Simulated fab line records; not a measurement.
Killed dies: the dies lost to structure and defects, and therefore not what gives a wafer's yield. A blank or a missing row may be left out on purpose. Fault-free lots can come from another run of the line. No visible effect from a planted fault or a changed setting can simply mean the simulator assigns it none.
Chamber matching + flow n5-finfet + 4 sister chambers for N5_BEOL_M0_SAQP_ETCH_83 on rie-diel-05
The step etches SiARC in CF4, target depth 39 nm, time 65 s. 4 wafers are shown with their chamber, then 7 later ones without.

## WAFERS, EACH WITH ITS CHAMBER
| wafer  | chamber | showerhead-plenum-p-Torr (Torr) |
|--------|---------|---------------------------------|
| L087.3 | 1       | 2.02                            |
| L087.6 | 3       | 2.23                            |
| L088.1 | 0       | 2.14                            |
| L088.2 | 2       | 2.11                            |

## WAFERS WITH NO CHAMBER GIVEN
| wafer  | showerhead-plenum-p-Torr (Torr) |
|--------|---------------------------------|
| L088.3 | 2.23                            |
| L090.1 | 2.14                            |
| L090.2 | 2.11                            |
| L090.5 | 2.28                            |
| L095.2 | 2.27                            |
| L095.3 | 2.22                            |
| L095.6 | 2.22                            |

## WHICH CHAMBER EACH ONE RAN IN
| wafer  | from the rows above     | in truth                   |
|--------|-------------------------|----------------------------|
| L088.3 | 3                       | 3                          |
| L090.1 | can't be placed: 0 or 2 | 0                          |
| L090.2 | can't be placed: 2 or 0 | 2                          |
| L090.5 | 3                       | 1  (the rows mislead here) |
| L095.2 | 3                       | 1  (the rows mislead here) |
| L095.3 | 3                       | 3                          |
| L095.6 | 3                       | 3                          |
3 of 7 placed correctly. These rows do not allow placing 2 (true chamber among the candidates in 2). Placed wrongly: 2.
How it was worked out, from the rows above alone: a wafer's distance from a chamber is the root of the sum, over the readings, of the square of ((its reading less the chamber's mean) divided by the reading's scatter). If the next closest chamber is less than 2 further off than the closest, the wafer can't be placed; otherwise it belongs to the closest. For every chamber, the mean is computed from those of its wafers that are shown. The scatter: root of mean squared gap, hidden wafer to nearest shown wafer, with one shown wafer a chamber.
